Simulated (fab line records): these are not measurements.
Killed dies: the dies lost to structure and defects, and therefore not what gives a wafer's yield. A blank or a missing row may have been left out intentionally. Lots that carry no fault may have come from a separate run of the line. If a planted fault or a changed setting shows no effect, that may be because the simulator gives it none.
Which of the tools did it?    flow n5_finfet    10 lots, 30 wafers sampled, at 1 step of a route of 1938

WHAT EACH GAUGE READ, for each wafer
N5_BEOL_M4_RC_MEAS_101.
lot   measured      on         DIBL_N (mV/V)
L850  day 9 03:32   prober-02  37.5 40.4 37.1
L853  day 9 08:10   prober-01  36.3 35.7 37.0
L854  day 9 20:14   prober-01  37.3 37.0 39.7
L857  day 10 15:55  prober-01  36.1 34.8 35.1
L858  day 11 00:52  prober-01  37.7 34.9 36.2
L859  day 11 09:40  prober-02  34.9 35.7 36.9
L861  day 11 17:23  prober-01  37.3 37.9 37.8
L863  day 12 06:56  prober-02  38.5 35.0 32.8
L866  day 13 01:27  prober-01  35.4 37.0 35.2
L869  day 14 00:20  prober-01  39.1 37.7 39.5

EACH LOT AND THE TOOL THAT RAN IT (in order: tool; ch and the chambers of the sampled wafers; start)
No process step before these readings appears in the record.

THE ANSWER, worked out from the rows above alone
Rule: what is usual is taken from the lots themselves. Put in order of their means at a reading, lots are off if they are a third of the lots or fewer, leave a main group of 4 or more, and stand apart from it by a gap of 3 or more times the standard deviation of the main group's means; of several such gaps the widest counts. The tables above print the reading to a certain number of digits; a main group whose means all agree to those digits is not used. A lot without any number at a reading at which 4 lots or more have one is off too. Where the step has rows for the other lots, those lots are counted as sound.
No lot is off at any reading shown: from this, nothing can be told.

WHAT THE SIMULATOR HAD PUT IN
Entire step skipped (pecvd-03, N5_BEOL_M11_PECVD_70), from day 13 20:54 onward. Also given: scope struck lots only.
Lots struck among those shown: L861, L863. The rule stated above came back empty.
